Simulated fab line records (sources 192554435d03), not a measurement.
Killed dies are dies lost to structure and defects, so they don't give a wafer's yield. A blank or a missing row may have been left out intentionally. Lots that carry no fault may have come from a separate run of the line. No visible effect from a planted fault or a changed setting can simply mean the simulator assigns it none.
Which tool is to blame?	flow n5_finfet	33 wafers from 11 lots sampled at 3 of the route's 1938 steps

WHAT THE GAUGES READ, wafer by wafer
N5_BEOL_M6_THK_MEAS_53: measures by xrf.
lot	measured	on	M6_THK (nm)
L522	day 9 11:38	film_metro-01	76.7 75.1 78.2
L525	day 10 02:29	film_metro-01	79.7 80.1 78.7
L523	day 10 04:58	film_metro-01	79.4 80.9 77.3
L527	day 11 00:11	film_metro-01	74.2 79.5 74.6
L528	day 11 05:10	film_metro-02	79.6 79.0 80.4
L533	day 12 08:29	film_metro-01	78.1 80.7 78.5
L538	day 13 13:40	film_metro-02	79.3 78.7 77.1
L539	day 13 19:36	film_metro-02	80.7 78.1 77.9
L540	day 13 21:03	film_metro-01	75.0 77.4 78.0
L541	day 14 14:34	film_metro-01	74.8 77.9 77.6
L542	day 14 15:08	film_metro-02	79.8 81.4 80.9

EACH LOT AND THE TOOL THAT RAN IT (in order: tool; ch and the chambers of the sampled wafers; start)
lot	N5_BEOL_M6_CURE_75	N5_BEOL_M6_SPUTTER_48
L522	uv_cure-03 ch 1, day 9 09:13	pvd_sputter-02, day 9 10:50
L525	uv_cure-03 ch 0, day 9 20:34	pvd_sputter-01, day 10 01:30
L523	uv_cure-01 ch 2, day 10 03:16	pvd_sputter-03, day 10 04:10
L527	uv_cure-02 ch 2, day 10 21:54	pvd_sputter-01, day 10 22:55
L528	uv_cure-02 ch 0, day 11 03:10	pvd_sputter-03, day 11 04:21
L533	uv_cure-03 ch 2, day 12 05:15	pvd_sputter-03, day 12 06:32
L538	uv_cure-03 ch 1, day 13 11:03	pvd_sputter-02, day 13 12:33
L539	uv_cure-01 ch 2, day 13 17:50	pvd_sputter-03, day 13 18:48
L540	uv_cure-03 ch 2, day 13 18:29	pvd_sputter-02, day 13 20:15
L541	uv_cure-02 ch 0, day 14 12:14	pvd_sputter-02, day 14 13:32
L542	uv_cure-03 ch 2, day 14 12:43	pvd_sputter-02, day 14 13:50
- N5_BEOL_M6_CURE_75: cures SiCOH lowk, time 120 s.
- N5_BEOL_M6_SPUTTER_48: material Cu, target thk 10 nm, time 1.667 s.

THE ANSWER, worked out from the rows above alone
Rule: the lots themselves supply what counts as usual. The widest of any qualifying gaps counts: lots, ordered by their means at a reading, are off when they make up no more than a third of the lots, leave a main group of 4 or more, and stand apart from it by 3 or more times the standard deviation of that group's means. A main group is skipped when, at the precision printed for the reading in the tables above, its means are all equal. Also off: a lot with no number at a reading for which 4 or more lots have one. All remaining lots with rows at the step are treated as sound.
None of the lots is off at any reading shown; this tells nothing.

WHAT THE SIMULATOR HAD INSERTED
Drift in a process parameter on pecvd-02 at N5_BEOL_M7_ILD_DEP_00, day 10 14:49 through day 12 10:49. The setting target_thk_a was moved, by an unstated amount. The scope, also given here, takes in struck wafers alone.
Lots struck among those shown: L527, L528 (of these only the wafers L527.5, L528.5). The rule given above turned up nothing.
